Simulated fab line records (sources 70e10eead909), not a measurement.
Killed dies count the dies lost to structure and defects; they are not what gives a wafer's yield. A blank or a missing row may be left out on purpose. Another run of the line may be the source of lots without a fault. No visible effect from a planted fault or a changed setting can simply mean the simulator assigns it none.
fab line records	flow nandHarc
record: lots: 7	wafers: 19	lastDay: 29
route steps=1302 shown P_BONDPAD@366 A_ZERO_WELL@390 THIN_TSV@1244 END@1302
lots that met no fault: from a run of the same line without faults
startH: hours from the record's first day to the start of the lot's first wafer shown	waitH: hours from the lot's prior step to this one	" the same as in the row above	L1.1+2: one row covering several wafers at once	- either no value or no given start	* or withheld: withheld	< > ~ a bound
route shown NAME@n: names a module that has steps shown in the file, with the first one's number in the route	usual: mean and standard deviation over wafers with no fault	same: alike in all rows	chamber/n: place in a boat	sites: per-site readings	_std_site: the values' standard deviation	_edge_site: outer sites' mean less inner sites'	radiusMm: for every site, how far away it sits from the centre of the wafer	mask NAME#n: copy n	behind: the most recent tool/chamber to have shaped the wafer	hold: the reason the lot was held/the length of the hold in hours/how it ended	device: whichever transistor did not switch (one of n, p or np)	end of line: tests run on the same wafers once the route is complete	a step without rows: its recipe alone	killed: not the wafer's yield, but the dies lost to structure and defects at the first sort	map: a wafer's dies, x killed, . not, _ none there
set.NAME: the setting as run; set.NAME@STEP: as run at that earlier step	model.NAME: the simulator's own value behind a step, which no gauge read
lots at selected steps of the route; one table per step, one row per wafer
services: the hour from which a tool's chamber was out of use, counted from the record's first day as startH (under 0 if before that day), plus the number of hours and why
== steps ==
step: NHARC_P_BONDPAD_HARDBAKE_10
recipe: tempC: 118	timeS: 65
step: NHARC_P_BONDPAD_DESCUM_11
recipe: timeS: 3	o2FlowSccm: 200	arFlowSccm: 0	biasPowerW: 0	chemistry: O2
step: NHARC_P_BONDPAD_ETCH_37
recipe: targetDepthA: 600	overetchA: 180	timeS: 65.91	ionEnergyEv: 200	n2FlowSccm: 150	h2FlowSccm: 150	arFlowSccm: 0	rfW: 400	biasW: 150	chemistry: N2/H2
usual: drypumpMotorCurrentA: 5.7/0.46	mfcArSccm: 0.003/0.004	oesProductAu: 0.999/0.008	rfVppV: 430.1/2.4	showerheadPlenumPTorr: 2.02/0.084	throttleValvePct: 14.170/0.0096
lot.wafer	tool	chamber	startH	waitH	drypumpMotorCurrentA	mfcArSccm	oesProductAu	rfHoursCounterH	rfVppV	showerheadPlenumPTorr	throttleValvePct
L294.2	rieDiel-01	3	132.10	0.1	5.3	0	1.015	4.0	428.4	1.94	14.162
L294.1	"	0	"	"	5.3	0	1.002	3.8	427.4	1.94	14.181
L294.5	"	1	"	"	6.6	0.007	1.009	-	431.1	2.02	14.166
L296.1	rieDiel-06	3	153.50	0.1	5.7	0	1.001	0.4	429.7	1.99	14.168
L296.2	"	0	"	"	6.1	0.007	0.993	0.3	434.5	2.16	14.174
L296.3	"	1	"	"	5.4	0.001	0.970	0.3	431.8	2.09	14.164
L297.3	rieDiel-01	1	169.72	0.1	6.6	0.007	1.001	5.6	430.6	2.02	14.163
L297.5	"	2	"	"	5.6	0	0.994	-	433.7	2.14	14.186
L297.6	"	0	"	"	5.3	0	1.000	-	427.8	1.93	14.172
L302.3	rieDiel-06	1	216.69	0.1	5.4	0.001	0.985	5.9	432.6	2.09	14.161
L302.2	"	2	"	"	6.1	0	0.994	4.3	429.7	2.02	14.164
L302.5	"	1	"	"	5.4	0.001	0.987	-	430.5	2.09	14.186
L305.4	rieDiel-05	1	244.13	0.1	6.2	0.006	1.005	0.0	429.7	2.00	14.175
L305.6	"	1	"	"	6.2	0.006	1.002	-	428.5	2.00	14.154
L306.2	rieDiel-06	1	250.61	0.1	5.4	0.001	0.985	7.3	432.1	2.09	14.160
L306.6	"	0	"	"	6.1	0.007	1.001	-	433.7	2.16	14.168
L307.3	rieDiel-05	0	261.94	0.1	5.8	0	0.994	0.6	431.6	2.10	14.171
L307.1	"	1	"	"	6.2	0.006	1.001	0.6	431.0	2.00	14.163
L307.5	"	2	"	"	4.9	0.014	0.992	-	426.8	1.91	14.148
step: NHARC_P_BONDPAD_ETCH_12
recipe: targetDepthA: 2000	timeS: 100	chf3FlowSccm: 50	o2FlowSccm: 10	arFlowSccm: 200	rfW: 500	biasW: 200	chemistry: CHF3/O2
step: NHARC_P_BONDPAD_CD_MEAS_13
usual: cdNm: 499.0/1.5
lot.wafer	tool	chamber	startH	waitH	cdNm
L294.1	cdSem-02	-	132.31	-	497.9
L294.2	"	-	"	"	497.5
L294.5	"	-	"	"	497.4
L296.1	cdSem-03	-	153.76	-	498.5
L296.2	"	-	"	"	497.4
L296.3	"	-	"	"	498.1
L297.3	cdSem-02	-	169.97	-	498.3
L297.5	"	-	"	"	498.0
L297.6	"	-	"	"	496.9
L302.2	cdSem-03	-	216.92	-	500.0
L302.3	"	-	"	"	497.1
L302.5	"	-	"	"	498.3
L305.4	cdSem-01	-	244.36	-	501.5
L305.6	"	-	"	"	501.1
L306.2	cdSem-02	-	250.84	-	501.7
L306.6	"	-	"	"	497.4
L307.1	cdSem-03	-	262.16	-	497.8
L307.3	"	-	"	"	497.7
L307.5	"	-	"	"	496.1
step: NHARC_P_BONDPAD_STRIP_15
recipe: o2FlowSccm: 500	arFlowSccm: 0	biasW: 0	chemistry: O2
step: NHARC_P_BONDPAD_ETCH_24
recipe: targetDepthA: 300	overEtchFrac: 0.3	timeS: 72.99	ionEnergyEv: 150	cf4FlowSccm: 50	n2FlowSccm: 100	arFlowSccm: 150	rfW: 300	biasW: 100	chemistry: CF4/N2
step: NHARC_P_BONDPAD_STRIP_16
recipe: timeS: 600	tempC: 30	chemistry: postEtchResidueRemover
step: NHARC_P_BONDPAD_DEGAS_25
recipe: tempC: 300	timeS: 60
step: NHARC_P_BONDPAD_PRE_CLEAN_26
recipe: timeS: 30	tempC: 280	gas: H2/He
step: NHARC_P_BONDPAD_PVD_17
recipe: targetThkA: 50	biasV: 168.6	powerW: 15000	chamberPressurePa: 0.12	timeS: 8.06	substrateTempC: 50	material: TaN
step: NHARC_P_BONDPAD_PVD_27
recipe: targetThkA: 300	chamberPressurePa: 5	powerW: 5000	substrateTempC: 30	timeS: 20.49	material: Cu
usual: throttleValvePct: 29.7/1.2
lot.wafer	tool	chamber	startH	waitH	throttleValvePct
L294.2	pvdSputter-01	-	-	-	29.8
L294.1	"	-	"	"	29.5
L294.5	"	-	"	"	29.3
L296.1	pvdSputter-02	-	-	-	29.1
L296.2	"	-	"	"	30.6
L296.3	"	-	"	"	30.4
L297.3	pvdSputter-02	-	-	-	30.3
L297.5	"	-	"	"	29.4
L297.6	"	-	"	"	30.5
L302.3	pvdSputter-02	-	-	-	31.1
L302.2	"	-	"	"	29.4
L302.5	"	-	"	"	30.3
L305.4	pvdSputter-03	-	-	-	31.1
L305.6	"	-	"	"	31.1
L306.2	pvdSputter-02	-	-	-	29.1
L306.6	"	-	"	"	30.3
L307.3	pvdSputter-03	-	-	-	30.2
L307.1	"	-	"	"	27.3
L307.5	"	-	"	"	30.8
step: NHARC_P_BONDPAD_ECD_18
recipe: targetThkA: 4000	bathTempC: 25	material: Cu
usual: bathHeatDutyPct: 6.0/0.5
lot.wafer	tool	chamber	startH	waitH	bathHeatDutyPct
L294.1	ecdCu-01	1	133.34	-	5.9
L294.2	"	0	"	"	5.8
L294.5	"	0	"	"	5.9
L296.1	ecdCu-01	0	154.74	-	5.6
L296.2	"	1	"	"	6.3
L296.3	"	1	"	"	6.7
L297.3	ecdCu-02	0	171.04	-	6.0
L297.5	"	0	"	"	5.6
L297.6	"	1	"	"	5.5
L302.2	ecdCu-01	1	217.95	-	5.1
L302.3	"	0	"	"	5.9
L302.5	"	0	"	"	6.0
L305.4	ecdCu-01	1	245.63	-	6.1
L305.6	"	1	"	"	5.8
L306.2	ecdCu-01	1	251.87	-	6.7
L306.6	"	1	"	"	6.1
L307.1	ecdCu-01	0	263.15	-	6.3
L307.3	"	1	"	"	6.3
L307.5	"	1	"	"	6.0
step: NHARC_P_BONDPAD_ANNEAL_28
recipe: tempC: 225	timeS: 90
usual: wafer_temp_C_max: 226.9/0.36
lot.wafer	tool	chamber	startH	waitH	wafer_temp_C_max
L294.1	rtpAnneal-01	0	133.72	-	226.6
L294.2	"	0	"	"	226.6
L294.5	"	0	"	"	227.3
L296.1	rtpAnneal-01	0	155.12	-	226.7
L296.2	"	0	"	"	226.8
L296.3	"	0	"	"	227.1
L297.3	rtpAnneal-01	0	171.42	0.3	227.3
L297.5	"	0	"	"	226.9
L297.6	"	0	"	"	226.7
L302.2	rtpAnneal-02	0	218.33	0.3	227.1
L302.3	"	0	"	"	226.9
L302.5	"	0	"	"	226.9
L305.4	rtpAnneal-02	0	246.06	0.4	227.9
L305.6	"	0	"	"	227.2
L306.2	rtpAnneal-01	0	252.25	0.3	227.3
L306.6	"	0	"	"	226.4
L307.1	rtpAnneal-02	0	263.52	0.3	226.2
L307.3	"	0	"	"	226.2
L307.5	"	0	"	"	227.4
step: NHARC_P_BONDPAD_CMP_19
recipe: tOverpolishS: 30	cuRecessTouchS: 16	targetThkNm: 160.81
usual: motorCurrentA: 12.1/0.81	overpolishRunS: 30.001/0.0085
lot.wafer	tool	chamber	startH	waitH	motorCurrentA	overpolishRunS
L294.1	cmp-02	1	134.12	-	12.0	30.004
L294.2	"	2	"	"	12.0	29.996
L294.5	"	3	"	"	12.2	29.993
L296.1	cmp-02	0	155.46	-	12.3	30.003
L296.2	"	2	"	"	12.3	30.001
L296.3	"	3	"	"	12.6	30.010
L297.3	cmp-02	2	171.69	-	11.9	29.988
L297.5	"	1	"	"	12.3	30.018
L297.6	"	2	"	"	11.6	30.003
L302.2	cmp-02	2	218.69	-	12.0	29.997
L302.3	"	3	"	"	12.6	29.995
L302.5	"	0	"	"	13.0	29.995
L305.4	cmp-04	2	246.34	-	11.2	29.993
L305.6	"	0	"	"	11.6	29.993
L306.2	cmp-04	1	252.58	-	11.8	29.976
L306.6	"	0	"	"	11.8	30.006
L307.3	cmp-01	0	263.92	-	12.9	29.999
L307.1	"	1	"	"	12.8	29.997
L307.5	"	2	"	"	12.6	30.006
step: NHARC_P_BONDPAD_THK_MEAS_20
recipe: thkMeasGauge: xrf
usual: thkNm: 161.2/1.3
lot.wafer	tool	chamber	startH	waitH	thkNm
L294.1	filmMetro-02	-	134.38	-	161.7
L294.2	"	-	"	"	158.5
L294.5	"	-	"	"	162.5
L296.1	filmMetro-02	-	155.78	-	160.8
L296.2	"	-	"	"	160.6
L296.3	"	-	"	"	163.2
L297.3	filmMetro-02	-	171.98	-	158.6
L297.5	"	-	"	"	160.0
L297.6	"	-	"	"	159.3
L302.2	filmMetro-01	-	218.95	-	159.1
L302.3	"	-	"	"	160.2
L302.5	"	-	"	"	159.1
L305.4	filmMetro-02	-	246.57	-	160.8
L305.6	"	-	"	"	161.3
L306.2	filmMetro-02	-	252.87	-	161.4
L306.6	"	-	"	"	163.7
L307.1	filmMetro-01	-	264.19	-	159.7
L307.3	"	-	"	"	163.1
L307.5	"	-	"	"	159.2
step: NHARC_P_BONDPAD_SRD_21
recipe: timeS: 30	tempC: 23	dryTimeS: 20	spinRpm: 1500
step: NHARC_P_BONDPAD_ACTIVATE_29
recipe: timeS: 60	n2FlowSccm: 200	arFlowSccm: 0	biasPowerW: 0	chemistry: N2
step: NHARC_P_BONDPAD_PRECLEAN_30
recipe: timeS: 300	tempC: 23	chemistry: DIW
step: NHARC_P_BONDPAD_SRD_31
recipe: timeS: 30	tempC: 23	dryTimeS: 20	spinRpm: 1500
step: NHARC_A_ZERO_WELL_PRECLEAN_00
recipe: timeS: 600	tempC: 120	chemistry: SPM
step: NHARC_A_ZERO_WELL_SRD_01
step: NHARC_A_ZERO_WELL_DEHYDRATE_02
recipe: tempC: 150	timeS: 120
step: NHARC_A_ZERO_WELL_HMDS_03
recipe: timeS: 30
step: NHARC_A_ZERO_WELL_COAT_18
recipe: tempC: 200	timeS: 65
step: NHARC_A_ZERO_WELL_COAT_04
recipe: spinRpm: 2000	resistThkNm: 600
step: NHARC_A_ZERO_WELL_SOFTBAKE_05
recipe: tempC: 125	timeS: 70
step: NHARC_A_ZERO_WELL_EBR_06
step: NHARC_A_ZERO_WELL_EXPOSE_07
recipe: na: 0.55	doseMj: 33.85	maskId: A_ZERO
step: NHARC_A_ZERO_WELL_PEB_08
recipe: pebTempC: 128	pebTimeS: 80
step: NHARC_A_ZERO_WELL_DEVELOP_09
recipe: timeS: 50	devTempC: 22
step: NHARC_A_ZERO_WELL_CD_MEAS_10
recipe: targetCdNm: 2000	landingEnergyEv: 500
usual: cdNm: 2000.4/1.5
same: landingEnergyEv: 500
lot.wafer	tool	chamber	startH	waitH	cdNm
L294.1	cdSem-02	0	135.91	-	1997.3
L294.2	"	0	"	"	1997.0
L294.5	"	0	"	"	1997.8
L296.1	cdSem-01	0	157.29	-	2000.8
L296.2	"	0	"	"	1999.7
L296.3	"	0	"	"	2001.8
L297.3	cdSem-01	0	173.50	-	2000.7
L297.5	"	0	"	"	2000.8
L297.6	"	0	"	"	2001.1
L302.2	cdSem-03	0	220.48	-	2002.2
L302.3	"	0	"	"	2000.1
L302.5	"	0	"	"	1998.8
L305.4	cdSem-02	0	248.00	-	2000.6
L305.6	"	0	"	"	2002.6
L306.2	cdSem-03	0	254.38	-	2000.7
L306.6	"	0	"	"	1999.1
L307.1	cdSem-02	0	265.72	-	1999.1
L307.3	"	0	"	"	1999.4
L307.5	"	0	"	"	1999.8
step: NHARC_A_ZERO_WELL_HARDBAKE_11
recipe: tempC: 118	timeS: 65
step: NHARC_A_ZERO_WELL_DESCUM_12
recipe: timeS: 3	o2FlowSccm: 200	arFlowSccm: 0	biasPowerW: 0	chemistry: O2
step: NHARC_A_ZERO_WELL_ETCH_19
recipe: targetDepthA: 800	overetchA: 240	timeS: 87.88	ionEnergyEv: 200	n2FlowSccm: 150	h2FlowSccm: 150	arFlowSccm: 0	rfW: 400	biasW: 150	chemistry: N2/H2
usual: drypumpMotorCurrentA: 5.8/0.61	mfcArSccm: 0.012/0.011	oesProductAu: 0.999/0.0077	rfVppV: 432.3/2.5	showerheadPlenumPTorr: 2.11/0.088	throttleValvePct: 14.172/0.0097
lot.wafer	tool	chamber	startH	waitH	drypumpMotorCurrentA	mfcArSccm	oesProductAu	rfHoursCounterH	rfVppV	showerheadPlenumPTorr	throttleValvePct
L294.1	rieDiel-10	0	136.15	0.1	6.4	0.002	1.001	2	428.3	1.99	14.164
L294.2	"	2	"	"	6.1	0.029	0.995	2	432.5	2.14	14.185
L294.5	"	1	"	"	4.8	0	0.988	-	434.0	2.21	14.190
L296.1	rieDiel-10	1	157.54	0.1	4.8	0	0.983	2	434.8	2.21	14.179
L296.3	"	2	"	"	6.1	0.029	1.005	2	432.8	2.14	14.167
L296.2	"	3	"	"	5.6	0.016	1.000	2	434.6	2.20	14.161
L297.3	rieDiel-10	3	173.76	0.1	5.6	0.016	0.985	3	435.5	2.20	14.163
L297.5	"	0	"	"	6.4	0.002	0.988	-	428.6	1.99	14.179
L297.6	"	1	"	"	4.8	0	0.996	-	433.8	2.21	14.179
L302.2	rieDiel-10	3	220.73	0.1	5.6	0.016	0.990	5	435.5	2.20	14.172
L302.3	"	1	"	"	4.8	0	0.994	5	434.3	2.21	14.180
L302.5	"	2	"	"	6.1	0.029	1.004	-	432.1	2.13	14.173
L305.4	rieDiel-04	3	248.24	0.1	5.3	0.023	0.999	17	433.7	2.12	14.164
L305.6	"	3	"	"	5.3	0.023	1.004	-	433.4	2.12	14.182
L306.2	rieDiel-10	2	254.63	0.1	6.1	0.029	0.995	0	433.4	2.13	14.169
L306.6	"	1	"	"	4.8	0	1.005	-	435.7	2.21	14.167
L307.3	rieDiel-09	2	265.97	0.1	5.1	0.020	1.007	22	429.7	2.02	14.181
L307.1	"	0	"	"	6.4	0	1.007	20	432.6	2.13	14.166
L307.5	"	1	"	"	6.5	0.010	1.003	-	430.3	2.00	14.168
step: NHARC_A_ZERO_WELL_ETCH_13
recipe: targetDepthA: 1200	timeS: 40.1	hbrFlowSccm: 150	cl2FlowSccm: 50	rfW: 400	icpW: 400	biasW: 100	chemistry: HBr/Cl2
step: NHARC_A_ZERO_WELL_STRIP_14
recipe: timeS: 900	tempC: 130	chemistry: SPM
step: NHARC_THIN_TSV_GRIND_00
recipe: targetThkUm: 6
usual: motorCurrentA: 11.999/0.022
lot.wafer	tool	chamber	startH	waitH	hold	motorCurrentA
L294.1	grinder-01	0	538.07	1.4	-	12.025
L294.2	"	0	"	"	-	11.992
L294.5	"	0	"	"	-	12.009
L296.1	grinder-01	0	553.58	1.3	-	12.023
L296.2	"	0	"	"	-	12.008
L296.3	"	0	"	"	-	11.964
L297.3	grinder-01	0	563.22	0.5	-	11.995
L297.5	"	0	"	"	-	12.000
L297.6	"	0	"	"	-	11.967
L302.2	grinder-01	0	632.38	1.5	-	12.029
L302.3	"	0	"	"	-	12.016
L302.5	"	0	"	"	-	12.013
L306.2	grinder-01	0	648.76	3.6	awaitDispo/3.3h/release	11.975
L306.6	"	0	"	"	awaitDispo/3.3h/release	11.991
L305.4	grinder-01	0	649.31	4.2	awaitDispo/3.4h/release	11.990
L305.6	"	0	"	"	awaitDispo/3.4h/release	11.969
L307.1	grinder-01	0	678.39	2.6	awaitDispo/2.4h/release	11.977
L307.3	"	0	"	"	awaitDispo/2.4h/release	12.010
L307.5	"	0	"	"	awaitDispo/2.4h/release	12.004
step: NHARC_END_SORT_01
recipe: tempC: 25
usual: defectLimitedYield: 90.3/3	killedAtArray: 60/21	killedAtOther: 1.0/1.2	killedAtPeriphery: 4.2/2.8	killedDies: 65/20	killedOpen: 3.1/1.8	killedShort: 2.6/1.6
same: grossDies: 677
lot.wafer	tool	chamber	startH	waitH	hold	defectLimitedYield[%]	killedAtArray	killedAtOther	killedAtPeriphery	killedDies	killedOpen	killedShort
L294.1	prober-02	0	554.22	2.5	-	85.8	92	1	3	96	3	3
L294.2	prober-02	0	555.03	2.8	-	83.8	102	0	8	110	6	4
L294.5	prober-02	0	557.46	3.7	-	87.7	79	0	4	83	6	2
L296.1	prober-02	0	570.31	2.5	-	91.6	49	0	8	57	5	2
L296.2	prober-02	0	571.11	2.8	-	90.4	57	2	6	65	6	0
L296.3	prober-02	0	571.92	3.1	-	91.4	46	3	9	58	3	4
L297.3	prober-01	0	582.44	3.1	-	88.3	74	2	3	79	1	4
L297.5	prober-01	0	584.09	3.8	-	86.9	85	2	2	89	3	5
L297.6	prober-01	0	584.91	4.1	-	87.0	85	0	3	88	5	1
L302.2	prober-01	0	657.21	2.8	-	88.0	77	2	2	81	5	3
L302.3	prober-01	0	657.99	3.1	-	87.7	76	4	3	83	3	1
L302.5	prober-01	0	659.57	3.6	-	87.3	83	2	1	86	4	2
L305.4	prober-02	0	666.71	3.4	awaitDispo/1.6h/release	66.8	42	0	183	225	1	2
L305.6	prober-02	0	668.29	3.9	awaitDispo/1.6h/release	60.0	44	1	226	271	5	1
L306.2	prober-01	0	672.66	2.8	awaitDispo/3.7h/release	61.6	52	0	208	260	2	1
L306.6	prober-01	0	675.81	3.9	awaitDispo/3.7h/release	63.5	47	0	200	247	1	2
L307.1	prober-02	0	699.01	2.5	awaitDispo/2.3h/release	92.9	42	0	6	48	3	2
L307.3	prober-02	0	700.64	3.1	awaitDispo/2.3h/release	59.7	41	0	232	273	2	1
L307.5	prober-02	0	702.26	3.7	awaitDispo/2.3h/release	64.5	36	0	204	240	3	3
killed by level:class
L294.1 A_CHANNEL_HOLE_D2:chamberFilmFlake=38 A_CHANNEL_HOLE_D1:chamberFilmFlake=34 A_SLIT:chamberFilmFlake=8 A_CONTACT:chamberFilmFlake=5 P_ZERO_WELL:chamberFilmFlake=2 P_M0:geometricParticle:short=1 A_CHANNEL_FILL_D1:geometricParticle:short=1 A_ONON_D2:geometricParticle:open=1
L294.2 A_CHANNEL_HOLE_D2:chamberFilmFlake=31 A_CHANNEL_HOLE_D1:chamberFilmFlake=29 A_SLIT:chamberFilmFlake=24 A_CONTACT:chamberFilmFlake=8 P_M0:geometricParticle:open=3 A_CHANNEL_FILL_D2:geometricParticle:open=2 P_ZERO_WELL:chamberFilmFlake=2 A_STAIRCASE:chamberFilmFlake=2
L294.5 A_CHANNEL_HOLE_D2:chamberFilmFlake=29 A_CHANNEL_HOLE_D1:chamberFilmFlake=21 A_SLIT:chamberFilmFlake=13 A_CONTACT:chamberFilmFlake=6 A_STAIRCASE:chamberFilmFlake=2 P_CONTACT:geometricParticle:open=1 P_M0:geometricParticle:open=1 A_ONON_D1:geometricParticle:open=1
L296.1 A_CHANNEL_HOLE_D2:chamberFilmFlake=36 P_GATE:chamberFilmFlake=6 A_CONTACT:chamberFilmFlake=6 A_M0:geometricParticle:open=2 P_M0:geometricParticle:open=1 A_CHANNEL_FILL_D1:geometricParticle:short=1 A_DECK1_JOINT:geometricParticle:short=1 A_ONON_D2:geometricParticle:open=1
L296.2 A_CHANNEL_HOLE_D2:chamberFilmFlake=39 P_GATE:chamberFilmFlake=5 A_STAIRCASE:chamberFilmFlake=5 A_CONTACT:chamberFilmFlake=3 A_BLC:chamberFilmFlake=3 THIN_TSV:chamberFilmFlake=2 P_GATE:geometricParticle:open=1 A_ONON_D1:geometricParticle:open=1
L296.3 A_CHANNEL_HOLE_D2:chamberFilmFlake=28 P_GATE:chamberFilmFlake=8 A_CONTACT:chamberFilmFlake=5 THIN_TSV:chamberFilmFlake=3 A_CHANNEL_HOLE_D1:chamberFilmFlake=2 A_CHANNEL_FILL_D1:chamberFilmFlake=2 A_STAIRCASE:chamberFilmFlake=2 P_M2:geometricParticle:open=1
L297.3 A_CHANNEL_HOLE_D2:chamberFilmFlake=24 A_CHANNEL_HOLE_D1:chamberFilmFlake=21 A_SLIT:chamberFilmFlake=19 A_SGD_CUT:chamberFilmFlake=4 P_M0:geometricParticle:short=2 A_CONTACT:chamberFilmFlake=2 THIN_TSV:chamberFilmFlake=2 P_M2:geometricParticle:open=1
L297.5 A_CHANNEL_HOLE_D1:chamberFilmFlake=27 A_SLIT:chamberFilmFlake=25 A_CHANNEL_HOLE_D2:chamberFilmFlake=17 A_SGD_CUT:chamberFilmFlake=4 A_CONTACT:chamberFilmFlake=4 A_ZERO_WELL:chamberFilmFlake=2 THIN_TSV:chamberFilmFlake=2 P_M0:geometricParticle:short=1
L297.6 A_CHANNEL_HOLE_D1:chamberFilmFlake=29 A_CHANNEL_HOLE_D2:chamberFilmFlake=26 A_SLIT:chamberFilmFlake=17 A_SGD_CUT:chamberFilmFlake=6 P_GATE:chamberFilmFlake=3 A_ONON_D1:geometricParticle:open=1 A_CHANNEL_FILL_D2:geometricParticle:open=1 A_STAIRCASE:geometricParticle:open=1
L302.2 A_SLIT:chamberFilmFlake=26 A_CHANNEL_HOLE_D1:chamberFilmFlake=21 A_CHANNEL_HOLE_D2:chamberFilmFlake=13 A_CONTACT:chamberFilmFlake=4 A_BONDPAD:chamberFilmFlake=3 A_CHANNEL_FILL_D1:geometricParticle:open=2 A_CHANNEL_FILL_D2:chamberFilmFlake=2 THIN_TSV:chamberFilmFlake=2
L302.3 A_CHANNEL_HOLE_D1:chamberFilmFlake=39 A_SLIT:chamberFilmFlake=15 A_CHANNEL_HOLE_D2:chamberFilmFlake=11 THIN_TSV:chamberFilmFlake=4 A_STAIRCASE:chamberFilmFlake=3 A_DECK1_JOINT:chamberFilmFlake=2 A_CHANNEL_FILL_D2:chamberFilmFlake=2 P_GATE:geometricParticle:open=1
L302.5 A_CHANNEL_HOLE_D1:chamberFilmFlake=36 A_SLIT:chamberFilmFlake=18 A_CHANNEL_HOLE_D2:chamberFilmFlake=14 A_CONTACT:chamberFilmFlake=6 A_STAIRCASE:chamberFilmFlake=2 THIN_TSV:chamberFilmFlake=2 A_CHANNEL_HOLE_D1:geometricParticle:short=1 A_ONON_D2:geometricParticle:open=1
L305.4 P_BONDPAD:unspecified=180 A_SLIT:chamberFilmFlake=29 A_CHANNEL_HOLE_D1:chamberFilmFlake=5 A_CHANNEL_HOLE_D2:chamberFilmFlake=2 A_STAIRCASE:chamberFilmFlake=2 P_GATE:geometricParticle:short=1 A_CHANNEL_HOLE_D1:geometricParticle:open=1 A_WL_FILL:geometricParticle:short=1
L305.6 P_BONDPAD:unspecified=216 A_SLIT:chamberFilmFlake=29 P_CONTACT:chamberFilmFlake=4 P_GATE:chamberFilmFlake=3 A_CHANNEL_HOLE_D1:chamberFilmFlake=3 A_CONTACT:chamberFilmFlake=3 A_CHANNEL_FILL_D1:geometricParticle:open=2 P_ZERO_WELL:chamberFilmFlake=2
L306.2 P_BONDPAD:unspecified=205 A_CHANNEL_HOLE_D1:chamberFilmFlake=32 A_CHANNEL_HOLE_D2:chamberFilmFlake=7 A_ZERO_WELL:chamberFilmFlake=4 A_STAIRCASE:chamberFilmFlake=4 A_CONTACT:chamberFilmFlake=2 A_DECK1_JOINT:chamberFilmFlake=2 P_GATE:geometricParticle:open=1
L306.6 P_BONDPAD:unspecified=200 A_CHANNEL_HOLE_D1:chamberFilmFlake=28 A_CHANNEL_HOLE_D2:chamberFilmFlake=8 A_M0:chamberFilmFlake=3 A_ZERO_WELL:chamberFilmFlake=2 A_CONTACT:chamberFilmFlake=2 A_ONON_D2:geometricParticle:short=1 A_CHANNEL_FILL_D2:geometricParticle:short=1
L307.1 A_SLIT:chamberFilmFlake=14 A_CHANNEL_HOLE_D1:chamberFilmFlake=9 P_CONTACT:chamberFilmFlake=6 A_WL_FILL:chamberFilmFlake=5 A_CONTACT:chamberFilmFlake=3 A_ZERO_WELL:chamberFilmFlake=2 A_BLC:chamberFilmFlake=2 A_ONON_D1:geometricParticle:short=1
L307.3 P_BONDPAD:unspecified=227 A_SLIT:chamberFilmFlake=32 A_CHANNEL_HOLE_D1:chamberFilmFlake=4 P_CONTACT:chamberFilmFlake=3 A_WL_FILL:chamberFilmFlake=2 P_ZERO_WELL:geometricParticle:short=1 P_CONTACT:geometricParticle:open=1 A_ONON_D2:geometricParticle:open=1
L307.5 P_BONDPAD:unspecified=202 A_SLIT:chamberFilmFlake=24 A_CHANNEL_HOLE_D1:chamberFilmFlake=4 A_M0:geometricParticle:open=2 A_M0:geometricParticle:short=2 P_CONTACT:geometricParticle:open=1 A_DECK1_JOINT:geometricParticle:short=1 P_BONDPAD:chamberFilmFlake=1
map L305.6 (x killed, . not)
____________x____________
_________xx.x.xx_________
_______x....xxxx.x_______
______x..x...xx.xx.______
_____.x...xx.xx..x.._____
____...xx...xxxx....x____
____....xxxx.xx...x..____
___xx.....xxxxxx.x...x___
___...x.xxxxxxxxx..x.x___
__x..x..x.x..xx.....xx.__
__x..xx..xxxxxxxxx.....__
_x...xxx..x.xxx..x.xxx.._
_..xx.xxx.x..x.........x_
_xx.x..xxx.....xx.x.x.x._
_..xx.......x.....x.xx.x_
_.............x..x..x..x_
..x....xx..xx.x.xxx..x.xx
x.x.......x....xx.x..xxx.
xx.......x.x..x..x...x.xx
xxx.x..xx...x.xx.xx...xx.
..x.......x.x.xx......x..
_xx.x...x......xxx.x...._
_xx..xx...........x...x._
_..xxx.x..x...xx..xx.xx._
_..xx.xx.x...x..x.x.xxx._
_.....x...x.........x..._
__.x....x..x.x.xx..x.x.__
__x...x.x.x..........x.__
___.x..xx..x...x....x.___
___...x.x.xx.x.xxxx..x___
____x......x...x.x.xx____
____x.x....x..x....xx____
_____x.xx.x.xxx...x._____
______.xxxxx.......______
_______x.xxxx....._______
_________x.x...._________
____________.____________
map L306.2 (x killed, . not)
____________.____________
_________.x.xx.x_________
_______xx....x.xxx_______
______x.....xx.x...______
_____.x.x....xx.x..._____
____x...xxxx..x....xx____
____.x....x...x.x....____
___....x...xx...x....x___
___..x....xxx..xxx...x___
__.xx...xx.x..xxxxxx..x__
__.x.xxxx..x...xxxx..x.__
_...xx..x.x..xxxxxxx.x.._
_x..xx.x....x..xxxxx..x._
_xxx........x.xxx.xxxxxx_
_.x..x..xx.x...xxx.x...._
_x..xx....x.xx.xxx.x...._
x.....x.x..xx.xxxxx..x...
......x.x.x.x.x.x.x.x....
.xx..x...xxxx.........x.x
...xx.x.x.x....x.x.......
......xxxxx..x.xxx..x.x.x
_.x...xxx...x..xxx.x.xx._
_........x..x...xx.x.xx._
_....x.xx.x.x....x..x..._
_.x..x...x.xx.x.x.x.xxx._
_..xx..xx.....x..x..x..._
__x...x.x.x.......x....__
__....x.......xx..xx..x__
___x...x..x..........x___
___....x..x.....xxx...___
____..x....x......x..____
____.x.xx........x.xx____
_____..xx.....xx...._____
______.xxxx.x......______
_______xx.x.x.x..._______
_________xxxx..x_________
____________.____________
== services ==
tool	chamber	startH	hours	kind
grinder-01	-	112.69	0.2	repair
rieDiel-10	1	118.89	4.1	repair
cmp-02	-	134.58	4.0	pm
ecdCu-01	-	160.00	8.0	pm
cmp-02	-	163.65	1.8	repair
rieDiel-10	2	166.30	3.0	repair
grinder-01	-	166.95	3.4	repair
rieDiel-10	2	183.06	2.9	repair
cmp-02	-	232.58	4.0	pm
ecdCu-01	-	237.01	0.4	repair
rieDiel-10	-	242.50	9.0	pm
ecdCu-01	-	247.84	1.5	repair
grinder-01	-	279.98	3.7	repair
rieDiel-10	1	300.71	1.4	repair
grinder-01	-	301.07	2.2	repair
ecdCu-01	-	336.00	8.0	pm
rieDiel-10	-	376.15	0.4	repair
rieDiel-10	2	388.31	4.8	repair
grinder-01	-	419.33	1.4	repair
rieDiel-10	-	419.50	9.0	pm
ecdCu-01	-	512.00	8.0	pm
grinder-01	-	574.56	0.3	repair
rieDiel-10	-	596.50	9.0	pm
ecdCu-01	-	631.18	3.1	repair
== key ==
firstSign: step: NHARC_END_SORT_01	reading: killedAtPeriphery	direction: up	sigmas: 72	usual: 4.2	struck: 208.8
effect: step: NHARC_END_SORT_01	reading: defectLimitedYield	direction: down	sigmas: 9.4	usual: 90.3	struck: 62.7
moreKillsBornAt: NHARC_P_BONDPAD_ECD_18@ecdCu-01: 1230
metAt NHARC_P_BONDPAD_ECD_18
struckWafers L305.4,L305.6,L306.2,L306.6,L307.3,L307.5
onsetBetween 217.95 245.63
fault: kind: chamberParticleSource	tool: ecdCu-01	chamber: 1	onsetH: 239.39	steps: NHARC_P_BONDPAD_ECD_18	ratePerVisitCm2: 0.42012	endH: 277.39
